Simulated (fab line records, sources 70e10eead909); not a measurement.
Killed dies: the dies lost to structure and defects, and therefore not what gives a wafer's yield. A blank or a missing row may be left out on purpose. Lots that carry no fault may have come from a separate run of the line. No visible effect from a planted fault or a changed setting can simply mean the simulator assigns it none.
The same fault as seen by 2 desks    flow nandHarc    each desk holds nothing but its own numbers, with what lay behind them at the end

## FOR THE TOOL OWNER'S DESK: aclDep-01
The tool's own readings at NHARC_A_SLIT_DEP_00 (deposits aC, target thk 6200 nm): means of the sampled wafers that have a number, for each lot that ran on this tool. If a lot's mean is further than 4 standard deviations from the usual mean, the lot is out of limits and carries the mark OUT (the distance appears in the brackets).
Columns: A = throttleValvePct at NHARC_A_SLIT_DEP_00, usual 35.000 %
lot   first seen here  A
L869  day 20 07:31     35.001
L873  day 21 10:11     35.005
L875  day 22 02:02     34.999
L884  day 27 07:07     34.997
L885  day 27 15:28     35.002
This desk's verdict: no lot among the 5 shows anything out of limits.

## METROLOGY DESK
What the gauges read for every lot (on any tool): the sampled wafers with a number, averaged. If a lot's mean is further than 4 standard deviations from the usual mean, the lot is out of limits and carries the mark OUT (the distance appears in the brackets).
Columns: A = cdNm at NHARC_THIN_TSV_CD_MEAS_12, usual 1002.0 nm
lot   first seen here  A
L870  day 24 10:08     1005.0
L869  day 24 16:07     1002.3
L871  day 25 11:19     1000.0
L873  day 25 16:55     1001.3
L876  day 26 07:57     1005.6
L875  day 26 09:17     999.9
L878  day 28 04:48     999.6
L883  day 29 21:51     1002.7
L884  day 31 13:03     1003.2
L885  day 32 02:35     999.6
L886  day 32 03:38     1002.9
L887  day 32 11:48     1000.9
L888  day 32 13:05     1003.2
L891  day 33 02:52     1004.2
This desk's verdict: no lot among the 14 shows anything out of limits.

## TAKEN TOGETHER
The tool owner's desk saw nothing out of limits.
At the metrology desk, nothing out of limits was observed.

## WHAT THE SIMULATOR PUT IN
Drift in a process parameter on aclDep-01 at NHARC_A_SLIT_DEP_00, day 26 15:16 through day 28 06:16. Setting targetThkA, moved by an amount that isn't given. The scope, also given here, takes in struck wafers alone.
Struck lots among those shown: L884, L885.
